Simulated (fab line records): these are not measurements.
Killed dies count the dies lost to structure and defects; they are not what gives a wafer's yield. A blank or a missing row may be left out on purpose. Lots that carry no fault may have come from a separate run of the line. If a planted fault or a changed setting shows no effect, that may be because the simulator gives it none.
Chamber matching ; flow n5_finfet ; N5_BEOL_M11_STRIP_19 on rie_diel-06: 4 sister chambers
The step strips in O2. 4 wafers are shown with their chamber, then 7 later ones without.

WAFERS WITH THEIR CHAMBER
wafer;chamber;drypump_motor_current_A (A)
L081.2;2;6.03
L081.6;3;5.76
L087.1;0;5.80
L087.4;1;6.52

WAFERS WITH NO CHAMBER GIVEN
wafer;drypump_motor_current_A (A)
L087.6;5.77
L090.2;6.47
L090.5;6.03
L090.6;6.48
L092.2;5.80
L092.3;6.05
L092.5;6.04

CHAMBER TAKEN BY EACH
wafer;from the rows above;in truth
L087.6;can't be placed: 3 or 0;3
L090.2;1;1
L090.5;2;2
L090.6;1;1
L092.2;can't be placed: 0 or 3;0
L092.3;2;2
L092.5;2;2
5 of 7 placed correctly. Not placeable from these rows: 2 (in 2, the candidates include the true chamber). Wrongly placed: 0.
How it was worked out, from the rows above alone: a wafer's distance from a chamber is the root of the sum, over the readings, of the square of ((its reading less the chamber's mean) divided by the reading's scatter). If the next closest chamber is less than 2 further off than the closest, the wafer can't be placed; otherwise it belongs to the closest. Each chamber's mean is taken over the wafers shown for it. The scatter (one wafer shown for each chamber): square how far every hidden wafer sits from the nearest shown wafer, average those squares and take the square root.
